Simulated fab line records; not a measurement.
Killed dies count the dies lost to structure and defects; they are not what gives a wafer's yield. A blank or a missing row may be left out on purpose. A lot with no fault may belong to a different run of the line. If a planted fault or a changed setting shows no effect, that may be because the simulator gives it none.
Comparing a struck lot with a sound one / flow n5_finfet / 32 steps out of a route of 1938
Sound: these wafers, L593.1, L593.2, L593.5. Wafers L594.1, L594.3, L594.5 were the ones struck. Last of all comes the cause.
Per side, at each step with rows, come the tool, then ch with its chambers, and then its first start. Under that, the readings that differ: sound wafers / struck wafers / difference of the means / sigmas: that difference in standard deviations of wafers without a fault.
alike: same words and numbers on both sides, and readings whose means sit less than 2 such deviations apart. not compared: any withheld reading, any reading some wafer has no value for, any bound like >300 that may hide the same value, and any number with overlapping values for which the record gives no deviation.
A row with sigmas, a row that says differs or no value, or rows on one side alone: a step with any of these is where the two part. Non-overlapping numbers with no deviation appear without sigmas and do not part them. Lack of a reading on every wafer of one side parts them only where that side has two or more wafers.

first, 9 steps without rows for these wafers: N5_BEOL_M8_DESCUM_33 (chemistry O2, time 7 s); N5_BEOL_M8_ETCH_72 (etches underlayer in N2/H2, target depth 6.5 nm, time 5.2 s); N5_BEOL_M8_ETCH_65 (etches SiARC in CF4, target depth 15.6 nm, time 26 s); N5_BEOL_M8_ETCH_66 (etches SOC in N2/H2, target depth 80 nm, overetch 16 nm, time 120 s); N5_BEOL_M8_STRIP_69 (strips in N2/H2); N5_BEOL_M8_STRIP_73 (strips in N2/H2); N5_BEOL_M8_VIA_ETCH_34 (etches SiCOH lowk in C4F6/O2, target depth 125.5 nm, time 50.5 s); N5_BEOL_M8_STRIP_76 (strips in C4F6/O2); N5_BEOL_M8_STRIP_36 (strips in N2/H2).
N5_BEOL_M8_TRENCH_ETCH_37: etches SiCOH lowk in C4F6/O2, target depth 93.478 nm, time 31.2 s.
  sound on rie_diel-02 ch 1,2, day 13 15:11; struck on rie_diel-05 ch 0,2, day 14 13:22
reading=rf_fwd_power_W (W); sound=341.3 342.1 341.3; struck=424.0 423.9 421.2; difference=+81.5; sigmas=+54
reading=rf_vpp_V (V); sound=683 634 681; struck=554 595 552; difference=-99; sigmas=-5
reading=model.BEOL_M8.feature_depth_nm (nm); sound=90.8 93.4 90.8; struck=104.4 99.8 104.2; difference=+11.1; sigmas=
reading=model.etch.depth_nm (nm); sound=90.83 93.31 90.81; struck=104.4 99.79 104.2; difference=+11.1; sigmas=
  alike: drypump_motor_current_A, oes_product_au, showerhead_plenum_p_Torr, throttle_valve_pct
  not compared: rf_hours_counter_h
then, 2 steps without rows for these wafers: N5_BEOL_M8_ETCH_41 (etches SiCN in CH3F/O2, target depth 31.9 nm, time 57.8 s); N5_BEOL_M8_STRIP_80 (strips in N2/H2, time 10 s).
N5_BEOL_M8_OCD_MEAS_38:
  sound on ocd-01 at day 13 15:20; struck on ocd-01 at day 14 13:31
reading=trench_depth_nm (nm); sound=90.8 93.1 90.7; struck=104.0 100.1 104.5; difference=+11.3; sigmas=+5
then, 13 steps without rows for these wafers: N5_BEOL_M8_HM_STRIP_39 (strips TiN in peroxide tin strip, target depth 25 nm, time 158 s); N5_BEOL_M8_SRD_40 (time 30 s); N5_BEOL_M8_PRECLEAN_42 (cleans in residue remover, time 60 s); N5_BEOL_M8_SRD_43 (time 30 s); N5_BEOL_M8_CURE_75 (cures SiCOH lowk, time 120 s); N5_BEOL_M8_DEGAS_44 (time 60 s); N5_BEOL_M8_PRE_CLEAN_45 (time 30 s); N5_BEOL_M8_ALD_77 (deposits TaN, target thk 2 nm, pulse time 2 s, purge time 3 s); N5_BEOL_M8_SURFACE_TREAT_79; N5_BEOL_M8_CVD_78 (deposits Co from CCTBA/H2, target thk 2 nm, time 142.3 s); N5_BEOL_M8_SPUTTER_48 (material Cu, target thk 10 nm, time 1.667 s); N5_BEOL_M8_ECD_50 (material Cu, target thk 300 nm); N5_BEOL_M8_ANNEAL_51 (time 90 s).
N5_BEOL_M8_CMP_52: polishes, stops on SiCOH lowk, t overpolish 6.9 s, target thk 80 nm.
  sound on cmp-01 ch 0,3, day 13 17:30; struck on cmp-04 ch 1,2, day 14 15:25
reading=model.Cu_of_BEOL_M8_ECD_50.thk_nm (nm); sound=79.2 80.4 79; struck=92.4 86.8 90.2; difference=+10.3; sigmas=
  alike: barrier_field_endpoint_s, motor_current_A, overpolish_run_s, time_to_endpoint_s
N5_BEOL_M8_THK_MEAS_53: measures by xrf.
  sound on film_metro-02 at day 13 17:45; struck on film_metro-01 at day 14 15:43
reading=M8_THK (nm); sound=79.3 79.7 78.9; struck=91.6 86.5 89.4; difference=+9.9; sigmas=+4
then, 2 steps without rows for these wafers: N5_BEOL_M8_PRE_CLEAN_55 (time 15 s); N5_BEOL_M8_DEP_56 (deposits SiCN from 3MS/NH3, target thk 10 nm, time 17.5 s).
N5_BEOL_M8_RS_MEAS_57: measures by four-point-probe.
  sound on film_metro-01 at day 13 17:56; struck on film_metro-02 at day 14 15:51
reading=M8_RS (ohm/sq); sound=0.289 0.284 0.291; struck=0.242 0.261 0.248; difference=-0.038; sigmas=-3
-- here the record skips 3 days between the struck wafers' starts before and after, leaving off in module BEOL_M8 and picking up in module PASSIVATION (first step shown: number 1936 of the route) --
N5_PASSIVATION_PROBE_49:
  the record has rows for the struck wafers here (prober-01, day 17 09:20) and none for the sound ones

## WHERE THEY PART
At N5_BEOL_M8_TRENCH_ETCH_37 first; at N5_PASSIVATION_PROBE_49 last (within this record only).

WHY: the cause the simulator had injected
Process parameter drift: rie_diel-05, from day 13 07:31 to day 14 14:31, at N5_BEOL_M8_TRENCH_ETCH_37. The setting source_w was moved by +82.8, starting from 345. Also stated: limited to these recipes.
